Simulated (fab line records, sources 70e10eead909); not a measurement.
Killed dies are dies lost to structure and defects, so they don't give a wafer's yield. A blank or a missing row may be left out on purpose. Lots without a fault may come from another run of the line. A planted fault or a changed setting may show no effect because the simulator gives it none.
Which tool did it? | flow nand_harc | 14 lots, 42 wafers sampled, at 3 steps of a route of 1302

WHAT THE GAUGES READ, wafer by wafer
NHARC_A_BLC_INSPECT_28. Usual: raw_defect_count 527, standard deviation 140.
lot  | measured     | on                | raw_defect_count | flag
L271 | day 23 04:10 | defect_inspect-02 | 336 392 401      |
L272 | day 23 06:43 | defect_inspect-01 | 672 553 584      |
L275 | day 23 17:45 | defect_inspect-02 | 399 544 408      |
L273 | day 23 20:04 | defect_inspect-01 | 468 490 540      |
L274 | day 24 04:46 | defect_inspect-02 | 376 528 417      |
L276 | day 25 12:04 | defect_inspect-01 | 595 600 579      |
L277 | day 25 17:50 | defect_inspect-01 | 735 525 959      |
L278 | day 25 19:41 | defect_inspect-02 | 540 494 553      |
L279 | day 26 10:47 | defect_inspect-01 | 493 583 646      |
L280 | day 26 17:16 | defect_inspect-01 | 398 352 355      |
L291 | day 31 10:00 | defect_inspect-01 | 680 557 611      |
L293 | day 31 21:32 | defect_inspect-02 | 609 774 974      |
L292 | day 31 21:57 | defect_inspect-01 | 700 747 358      |
L294 | day 31 22:34 | defect_inspect-01 | 496 422 490      |

NHARC_A_M0_THK_MEAS_24: measures by xrf. Usual: thk_nm 113.9 nm, standard deviation 1.4.
lot  | measured     | on            | thk_nm (nm)       | flag
L271 | day 23 07:37 | film_metro-02 | 113.3 114.1 115.1 |
L272 | day 23 09:59 | film_metro-01 | 116.9 114.0 113.3 |
L275 | day 23 21:12 | film_metro-01 | 114.2 112.8 114.6 |
L273 | day 23 23:31 | film_metro-01 | 114.1 114.6 114.4 |
L274 | day 24 08:02 | film_metro-01 | 115.9 113.2 114.0 |
L276 | day 25 15:23 | film_metro-01 | 112.7 112.0 113.9 |
L277 | day 25 21:07 | film_metro-02 | 114.9 115.9 110.3 |
L278 | day 25 23:13 | film_metro-02 | 111.9 111.5 114.0 |
L279 | day 26 14:13 | film_metro-02 | 113.2 115.1 116.6 |
L280 | day 26 20:40 | film_metro-01 | 114.7 113.5 113.1 |
L291 | day 31 13:18 | film_metro-02 | 112.4 113.3 111.6 |
L293 | day 32 00:58 | film_metro-01 | 111.0 115.3 114.8 |
L292 | day 32 02:23 | film_metro-02 | 111.8 112.6 114.5 |
L294 | day 32 02:04 | film_metro-01 | 113.1 112.6 115.3 |

WHICH TOOL RAN EACH LOT (tool, then ch and the chambers of the sampled wafers, then the start)
lot  | NHARC_A_M0_STRIP_18
L271 | rie_diel-01 ch 1,2,3, day 23 05:40
L272 | rie_diel-05 ch 1,2, day 23 08:03
L275 | rie_diel-05 ch 0,1, day 23 19:15
L273 | rie_diel-01 ch 2,3, day 23 21:31
L274 | rie_diel-05 ch 0,2,3, day 24 06:06
L276 | rie_diel-01 ch 0,2,3, day 25 13:25
L277 | rie_diel-07 ch 0,2,3, day 25 19:11
L278 | rie_diel-07 ch 0,1,3, day 25 21:19
L279 | rie_diel-05 ch 1,3, day 26 12:16
L280 | rie_diel-01 ch 1,2,3, day 26 18:43
L291 | rie_diel-01 ch 0,1,2, day 31 11:20
L293 | rie_diel-05 ch 0,2,3, day 31 23:02
L292 | rie_diel-01 ch 0,2,3, day 31 23:50
L294 | rie_diel-01 ch 0,1, day 32 00:06
- NHARC_A_M0_STRIP_18: strips in N2/H2.

WHAT THE TOOLS THEMSELVES READ (means of the sampled wafers that have a number; where no wafer has one, the mark that the record gives instead)
NHARC_A_M0_STRIP_18. Usual: chamber_pressure_mTorr 30.002 mTorr, standard deviation 0.028; drypump_motor_current_A 5.7 A, standard deviation 0.55; n2_flow_sccm 150.0 sccm, standard deviation 0.45; oes_product_au 1.000 a.u., standard deviation 0.0098; rf_vpp_V 90.8 V, standard deviation 0.97; showerhead_plenum_p_Torr 2.06 Torr, standard deviation 0.09; throttle_valve_pct 14.171 %, standard deviation 0.0093.
lot  | tool        | chamber_pressure_mTorr (mTorr) | drypump_motor_current_A (A) | n2_flow_sccm (sccm) | oes_product_au (a.u.) | rf_vpp_V (V) | showerhead_plenum_p_Torr (Torr) | throttle_valve_pct (%) | flag
L271 | rie_diel-01 | 30.011                         | 5.2                         | 149.7               | 0.994                 | 91.5         | 2.15                            | 14.183                 |
L272 | rie_diel-05 | 30.001                         | 6.1                         | 149.8               | 0.994                 | 91.5         | 2.02                            | 14.179                 |
L275 | rie_diel-05 | 30.008                         | 6.0                         | 150.4               | 1.009                 | 90.8         | 2.03                            | 14.172                 |
L273 | rie_diel-01 | 29.966                         | 5.5                         | 149.6               | 1.003                 | 91.9         | 2.15                            | 14.171                 |
L274 | rie_diel-05 | 30.004                         | 6.2                         | 149.6               | 1.002                 | 90.5         | 2.10                            | 14.179                 |
L276 | rie_diel-01 | 30.024                         | 5.2                         | 149.8               | 1.000                 | 90.4         | 2.07                            | 14.162                 |
L277 | rie_diel-07 | 30.038                         | 5.8                         | 149.8               | 0.987                 | 90.6         | 1.94                            | 14.167                 |
L278 | rie_diel-07 | 29.998                         | 5.6                         | 150.2               | 0.987                 | 89.6         | 1.98                            | 14.169                 |
L279 | rie_diel-05 | 29.971                         | 6.1                         | 150.1               | 1.007                 | 90.4         | 2.06                            | 14.167                 |
L280 | rie_diel-01 | 30.002                         | 5.3                         | 149.9               | 1.011                 | 91.1         | 2.15                            | 14.170                 |
L291 | rie_diel-01 | 29.983                         | 5.3                         | 149.8               | 1.000                 | 90.9         | 2.10                            | 14.162                 |
L293 | rie_diel-05 | 30.044                         | 6.1                         | 149.9               | 0.997                 | 91.6         | 2.09                            | 14.160                 |
L292 | rie_diel-01 | 30.016                         | 5.1                         | 150.1               | 1.004                 | 90.6         | 2.07                            | 14.180                 |
L294 | rie_diel-01 | 30.012                         | 4.9                         | 150.3               | 0.995                 | 90.5         | 2.02                            | 14.166                 |

THE ANSWER, worked out from the rows above alone
Rule: a lot is off if the mean of its wafers that have a number lies more than 3 standard deviations from the usual mean. A lot without any number at a reading at which 4 lots or more have one is off too. The other lots that the step has rows for count as sound. The gauges are gone through in route order, then the tools' own readings, and for those a lot's mean is taken as printed above. The first step at which some lot is off is used, and at that step the reading that is off furthest; a lot without a number counts as furthest.
No lot is off at any reading shown: from this, nothing can be told.

WHAT THE SIMULATOR HAD PUT IN
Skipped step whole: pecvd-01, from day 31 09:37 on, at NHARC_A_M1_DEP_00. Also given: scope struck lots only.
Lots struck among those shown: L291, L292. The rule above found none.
